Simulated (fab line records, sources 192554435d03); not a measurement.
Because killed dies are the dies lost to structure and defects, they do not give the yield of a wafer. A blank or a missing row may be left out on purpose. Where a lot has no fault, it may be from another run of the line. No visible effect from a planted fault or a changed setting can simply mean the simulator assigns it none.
Chamber matching	flow n5-finfet	pecvd-02 running N5_BEOL_M9_PECVD_70: 3 sister chambers
The step deposits SiO2 from TEOS/O2, target thk 20 nm, time 22.7 s. 16 wafers are shown with their chamber, then 8 later ones without.

WAFERS WITH THEIR CHAMBER
wafer	chamber	throttle-valve-pct (%)	showerhead-plenum-p-Torr (Torr)	heater-power-w (W)
L074.1	1	25.5	8.92	584
L074.3	2	21.2	8.70	636
L074.6	0	20.7	8.80	580
L075.1	0	20.9	8.81	666
L075.4	1	25.4	8.90	644
L075.5	2	21.0	8.71	657
L081.2	0	21.1	8.79	582
L081.3	1	25.4	8.90	581
L081.6	2	21.0	8.70	755
L085.1	1	25.1	8.92	583
L085.4	1	25.3	8.94	563
L085.5	0	21.4	8.80	630
L091.2	0	21.3	8.79	687
L091.4	1	25.5	8.91	615
L091.6	2	21.2	8.69	695
L092.1	1	25.5	8.90	590

SIGNATURES (averages over the wafers above)
reading	chamber 0	chamber 1	chamber 2	scatter within a chamber
throttle-valve-pct	21.080	25.386	21.100	0.195
showerhead-plenum-p-Torr	8.7980	8.9129	8.7000	0.0118
heater-power-w	629.00	594.29	685.75	41
Rule: a wafer's distance from a chamber is the root of the sum, over the readings, of the square of ((its reading less the chamber's mean) divided by the reading's scatter). If the next closest chamber is less than 2 further off than the closest, the wafer can't be placed; otherwise it belongs to the closest. The scatter is the square root of a quotient: the sum, over the shown wafers, of each reading's squared deviation from its chamber's mean, divided by wafers minus chambers.

WAFERS MISSING THEIR CHAMBER
wafer	throttle-valve-pct (%)	showerhead-plenum-p-Torr (Torr)	heater-power-w (W)
L092.2	21.3	8.72	735
L092.3	20.7	8.81	612
L097.3	21.3	8.73	746
L097.4	21.1	8.78	639
L097.5	21.2	8.70	757
L096.2	21.3	8.80	577
L096.4	20.9	8.70	689
L096.5	21.1	8.79	571

CHAMBER TAKEN BY EACH
wafer	from the rows above	in truth
L092.2	2	2
L092.3	0	0
L097.3	2	2
L097.4	0	0
L097.5	2	2
L096.2	0	0
L096.4	2	2
L096.5	0	0
8 of 8 placed correctly. Can't be placed from these rows: 0. Wrongly placed: 0.
